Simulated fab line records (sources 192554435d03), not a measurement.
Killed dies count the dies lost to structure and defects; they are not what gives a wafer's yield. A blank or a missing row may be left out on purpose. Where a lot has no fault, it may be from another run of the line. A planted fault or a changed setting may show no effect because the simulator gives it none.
Struck lot and sound lot, side by side -- flow n5-finfet -- 37 steps out of a route of 1938
Sound: the wafers L925.2, L925.3, L925.4. Struck: wafer L916.1 (left out: L916.4, L916.6 of the same lot, which were not struck); the cause appears at the end.
For every step that has rows: the tool of each side, followed by ch and its chambers, followed by its first start. Under that, the readings that differ: sound wafers -- struck wafers -- difference of the means -- sigmas: that difference in standard deviations of wafers without a fault.
alike: readings with means less than 2 such deviations apart, plus words and numbers identical on both sides. not compared: withheld readings, readings lacking a value on some wafer, bounds such as >300 that could conceal the same value, and numbers that have no deviation in the record and whose values overlap.
A row with sigmas, a row that says differs or no value, or rows on one side alone: a step with any of these is where the two part. Numbers that have no deviation but don't overlap get no sigmas and don't part them. Lack of a reading on every wafer of one side parts them only where that side has two or more wafers.

first, 9 steps without rows for these wafers: N5_BEOL_M10_PEB_26 (peb time 60 s); N5_BEOL_M10_DEVELOP_27 (develop time 30 s); N5_BEOL_M10_DESCUM_33 (chemistry O2, time 7.9 s); N5_BEOL_M10_ETCH_65 (etches SiARC in CF4, target depth 39 nm, time 65 s); N5_BEOL_M10_ETCH_66 (etches SOC in N2/H2, target depth 120 nm, overetch 24 nm, time 180 s); N5_BEOL_M10_STRIP_69 (strips in N2/H2); N5_BEOL_M10_VIA_ETCH_34 (etches SiCOH lowk in C4F6/O2, target depth 184.5 nm, time 69.2 s); N5_BEOL_M10_STRIP_73 (strips in C4F6/O2); N5_BEOL_M10_STRIP_36 (strips in N2/H2).
N5_BEOL_M10_TRENCH_ETCH_37: etches SiCOH lowk in C4F6/O2, target depth 148.83 nm, time 48 s.
  sound on rie-diel-05 ch 0,2,3, day 15 14:55; struck on rie-diel-06 ch 3, day 12 16:08
reading,sound,struck,difference,sigmas
run-length-s (s),71.0 71.1 71.8,66.5,-4.8,-15
showerhead-plenum-p-Torr (Torr),2.92 2.77 2.90,3.05,+0.19,+2
model.etch.depth-nm (nm),150.2 146.4 151.7,136.1,-13.3,
model.BEOL_M10.feature-depth-nm (nm),150.2 146.4 151.6,136,-13,
  alike: drypump-motor-current-A, oes-product-au, rf-vpp-V, throttle-valve-pct
  not compared: rf-hours-counter-h
then, 2 steps without rows for these wafers: N5_BEOL_M10_ETCH_41 (etches SiCN in CH3F/O2, target depth 42.6 nm, time 86 s); N5_BEOL_M10_STRIP_77 (strips in N2/H2, time 10 s).
N5_BEOL_M10_OCD_MEAS_38:
  struck on ocd-02, day 12 16:19; sound on ocd-01, day 15 15:06
reading,sound,struck,difference,sigmas
trench-depth-nm (nm),151.1 146.6 152.0,136.0,-13.9,-7
then, 13 steps without rows for these wafers: N5_BEOL_M10_HM_STRIP_39 (strips TiN in peroxide tin strip, target depth 25 nm, time 158 s); N5_BEOL_M10_SRD_40 (time 30 s); N5_BEOL_M10_PRECLEAN_42 (cleans in residue remover, time 60 s); N5_BEOL_M10_SRD_43 (time 30 s); N5_BEOL_M10_CURE_72 (cures SiCOH lowk, time 120 s); N5_BEOL_M10_DEGAS_44 (time 60 s); N5_BEOL_M10_PRE_CLEAN_45 (time 30 s); N5_BEOL_M10_ALD_74 (deposits TaN, target thk 2 nm, pulse time 2 s, purge time 3 s); N5_BEOL_M10_SURFACE_TREAT_76; N5_BEOL_M10_CVD_75 (deposits Co from CCTBA/H2, target thk 2 nm, time 138.9 s); N5_BEOL_M10_SPUTTER_48 (material Cu, target thk 12 nm, time 2 s); N5_BEOL_M10_ECD_50 (material Cu, target thk 318 nm); N5_BEOL_M10_ANNEAL_51 (time 90 s).
N5_BEOL_M10_CMP_52: polishes, stops on SiCOH lowk, t overpolish 7 s, target thk 140 nm.
  sound on cmp-03 ch 0,1,3, day 15 17:56; struck on cmp-02 ch 0, day 12 19:13
reading,sound,struck,difference,sigmas
model.Cu_of_BEOL_M10_ECD_50.thk-nm (nm),139.8 136.2 143.2,127.6,-12.1,
  alike: barrier-field-endpoint-s, motor-current-A, overpolish-run-s, time-to-endpoint-s
N5_BEOL_M10_THK_MEAS_53: measures by xrf.
  struck on film-metro-01, day 12 19:31; sound on film-metro-01, day 15 18:12
reading,sound,struck,difference,sigmas
M10_THK (nm),139.8 135.9 142.6,128.0,-11.4,-5
then, 2 steps without rows for these wafers: N5_BEOL_M10_PRE_CLEAN_55 (time 15 s); N5_BEOL_M10_DEP_56 (deposits SiCN from 3MS/NH3, target thk 15 nm, time 26.5 s).
N5_BEOL_M10_RS_MEAS_57: measures by four-point-probe.
  struck on film-metro-01, day 12 19:40; sound on film-metro-02, day 15 18:20
reading,sound,struck,difference,sigmas
M10_RS (ohm/sq),0.1510 0.1556 0.1472,0.1676,+0.0163,+6
then, 5 steps without rows for these wafers: N5_BEOL_M11_ILD_DEP_00 (deposits SiCOH lowk from DEMS/porogen, target thk 308.51 nm, time 58 s); N5_BEOL_M11_CURE_71 (cures SiCOH lowk, time 240 s); N5_BEOL_M11_PECVD_70 (deposits SiO2 from TEOS/O2, target thk 20 nm, time 22.7 s); N5_BEOL_M11_HM_DEP_02 (deposits TiN, target thk 20 nm); N5_BEOL_M11_COAT_59 (time 60 s, resist thk 100 nm).
N5_BEOL_M15_RC_MEAS_101:
  sound on prober-01 ch 0, day 17 00:23; struck on prober-01 ch 0, day 14 09:44
reading,sound,struck,difference,sigmas
COMB_M11 (S/m),1.43e-11 1.33e-11 1.22e-11,2.06e-11,+7.33e-12,+3
SERP_M10 (ohm/um),3.07 3.26 3.02,3.37,+0.25,+4
SERP_M10_max_site (ohm/um),3.17 3.34 3.08,3.50,+0.30,+4
SERP_M11 (ohm/um),3.07 3.19 3.10,2.96,-0.16,-2
SERP_M13 (ohm/um),0.301 0.308 0.311,0.320,+0.013,+2
SERP_M13_max_site (ohm/um),0.309 0.312 0.312,0.322,+0.011,+2
  alike: etest-temp-c, COMB_M10, COMB_M12, COMB_M13, COMB_M14, COMB_M15, COMB_M5, COMB_M6, COMB_M7, COMB_M8, COMB_M9, SERP_M12, SERP_M14, SERP_M5, SERP_M6, SERP_M7, SERP_M8, SERP_M8_max_site, SERP_M9, SERP_M9_max_site

WHERE THEY PART
Last at N5_BEOL_M15_RC_MEAS_101 as far as this record goes, first at N5_BEOL_M10_TRENCH_ETCH_37.

WHY: what had been put in by the simulator
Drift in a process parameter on rie-diel-06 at N5_BEOL_M10_TRENCH_ETCH_37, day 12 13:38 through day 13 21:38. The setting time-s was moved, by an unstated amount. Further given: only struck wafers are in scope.
